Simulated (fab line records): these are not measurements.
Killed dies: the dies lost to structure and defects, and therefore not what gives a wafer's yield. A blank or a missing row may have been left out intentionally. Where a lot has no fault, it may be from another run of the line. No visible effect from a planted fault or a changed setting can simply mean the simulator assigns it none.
Chamber matching :: flow n5Finfet :: N5_BEOL_M6_DEP_56 on pecvd-04: 3 sister chambers
The step deposits SiCN from 3MS/NH3, target thk 10 nm, time 17.5 s. 6 wafers are shown with their chamber, then 12 later ones without.

EACH WAFER AND ITS CHAMBER
wafer: L078.6
chamber: 2
showerheadPlenumPTorr (Torr): 3.647
throttleValvePct (%): 9.2

wafer: L082.3
chamber: 0
showerheadPlenumPTorr (Torr): 3.648
throttleValvePct (%): 9.2

wafer: L082.6
chamber: 0
showerheadPlenumPTorr (Torr): 3.642
throttleValvePct (%): 9.1

wafer: L088.1
chamber: 1
showerheadPlenumPTorr (Torr): 3.674
throttleValvePct (%): 8.8

wafer: L088.4
chamber: 2
showerheadPlenumPTorr (Torr): 3.651
throttleValvePct (%): 9.3

wafer: L088.5
chamber: 1
showerheadPlenumPTorr (Torr): 3.691
throttleValvePct (%): 9.0

WAFERS WITH NO CHAMBER GIVEN
wafer: L087.3
showerheadPlenumPTorr (Torr): 3.649
throttleValvePct (%): 9.2

wafer: L087.4
showerheadPlenumPTorr (Torr): 3.656
throttleValvePct (%): 9.5

wafer: L087.5
showerheadPlenumPTorr (Torr): 3.650
throttleValvePct (%): 9.5

wafer: L095.1
showerheadPlenumPTorr (Torr): 3.647
throttleValvePct (%): 9.3

wafer: L095.3
showerheadPlenumPTorr (Torr): 3.652
throttleValvePct (%): 9.4

wafer: L095.6
showerheadPlenumPTorr (Torr): 3.686
throttleValvePct (%): 9.2

wafer: L097.1
showerheadPlenumPTorr (Torr): 3.653
throttleValvePct (%): 9.5

wafer: L097.4
showerheadPlenumPTorr (Torr): 3.643
throttleValvePct (%): 9.8

wafer: L097.6
showerheadPlenumPTorr (Torr): 3.634
throttleValvePct (%): 9.3

wafer: L096.2
showerheadPlenumPTorr (Torr): 3.656
throttleValvePct (%): 9.3

wafer: L096.5
showerheadPlenumPTorr (Torr): 3.645
throttleValvePct (%): 9.4

wafer: L096.6
showerheadPlenumPTorr (Torr): 3.646
throttleValvePct (%): 9.4

WHICH CHAMBER EACH ONE RAN IN
wafer: L087.3
from the rows above: can't be placed: 2 or 0
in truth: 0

wafer: L087.4
from the rows above: can't be placed: 2 or 0
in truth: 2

wafer: L087.5
from the rows above: can't be placed: 2 or 0
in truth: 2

wafer: L095.1
from the rows above: can't be placed: 2 or 0
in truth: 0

wafer: L095.3
from the rows above: can't be placed: 2 or 0
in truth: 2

wafer: L095.6
from the rows above: can't be placed: 1 or 2
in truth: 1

wafer: L097.1
from the rows above: can't be placed: 2 or 0
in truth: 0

wafer: L097.4
from the rows above: can't be placed: 2 or 0
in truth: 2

wafer: L097.6
from the rows above: can't be placed: 2 or 0
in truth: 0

wafer: L096.2
from the rows above: can't be placed: 2 or 0
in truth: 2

wafer: L096.5
from the rows above: can't be placed: 2 or 0
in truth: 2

wafer: L096.6
from the rows above: can't be placed: 2 or 0
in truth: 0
0 of 12 placed correctly. Can't be placed from these rows: 12 (the true chamber is among the candidates in 12). Number placed wrongly: 0.
How it was worked out, from the rows above alone: a wafer's distance from a chamber is the root of the sum, over the readings, of the square of ((its reading less the chamber's mean) divided by the reading's scatter). If the next closest chamber is less than 2 further off than the closest, the wafer can't be placed; otherwise it belongs to the closest. For every chamber, the mean is computed from those of its wafers that are shown. How the scatter is found: for the shown wafers, subtract from each reading the mean of its chamber, square and add these, divide the total by (wafers less chambers), then take the root.
